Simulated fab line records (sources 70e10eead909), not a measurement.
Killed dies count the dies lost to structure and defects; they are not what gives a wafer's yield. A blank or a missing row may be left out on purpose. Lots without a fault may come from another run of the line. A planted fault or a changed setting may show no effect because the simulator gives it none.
Chamber matching | flow nand-harc | pecvd-03 running NHARC_P_M0_PRE_CLEAN_31: 3 sister chambers
The step time 12 s. 6 wafers are shown with their chamber, then 7 later ones without.

## WAFERS PAIRED WITH THEIR CHAMBERS
wafer  | chamber | heater-power-w (W) | heater-power-outer-w (W)
L083.5 | 1       | 800                | 478
L086.2 | 1       | 804                | 474
L090.1 | 0       | 615                | 332
L090.5 | 2       | 790                | 458
L094.1 | 2       | 813                | 467
L094.2 | 0       | 600                | 317

## WAFERS WITH NO CHAMBER GIVEN
wafer  | heater-power-w (W) | heater-power-outer-w (W)
L094.3 | 794                | 480
L096.1 | 771                | 477
L096.2 | 529                | 278
L096.4 | 768                | 411
L097.2 | 542                | 275
L097.3 | 751                | 445
L097.5 | 758                | 438

## THE CHAMBER EACH PASSED THROUGH
wafer  | from the rows above     | in truth
L094.3 | can't be placed: 1 or 2 | 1
L096.1 | can't be placed: 1 or 2 | 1
L096.2 | 0                       | 0
L096.4 | can't be placed: 2 or 1 | 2
L097.2 | 0                       | 0
L097.3 | can't be placed: 2 or 1 | 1
L097.5 | can't be placed: 2 or 1 | 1
Placed correctly: 2 of 7. Not placeable from these rows: 5 (in 5, the candidates include the true chamber). 0 placed wrongly.
How it was worked out, from the rows above alone: a wafer's distance from a chamber is the root of the sum, over the readings, of the square of ((its reading less the chamber's mean) divided by the reading's scatter). If the next closest chamber is less than 2 further off than the closest, the wafer can't be placed; otherwise it belongs to the closest. Each chamber's mean is taken over the wafers shown for it. The scatter: take each reading less its chamber's mean, square it, sum over the shown wafers, divide by the number of wafers less the number of chambers, and take the root.
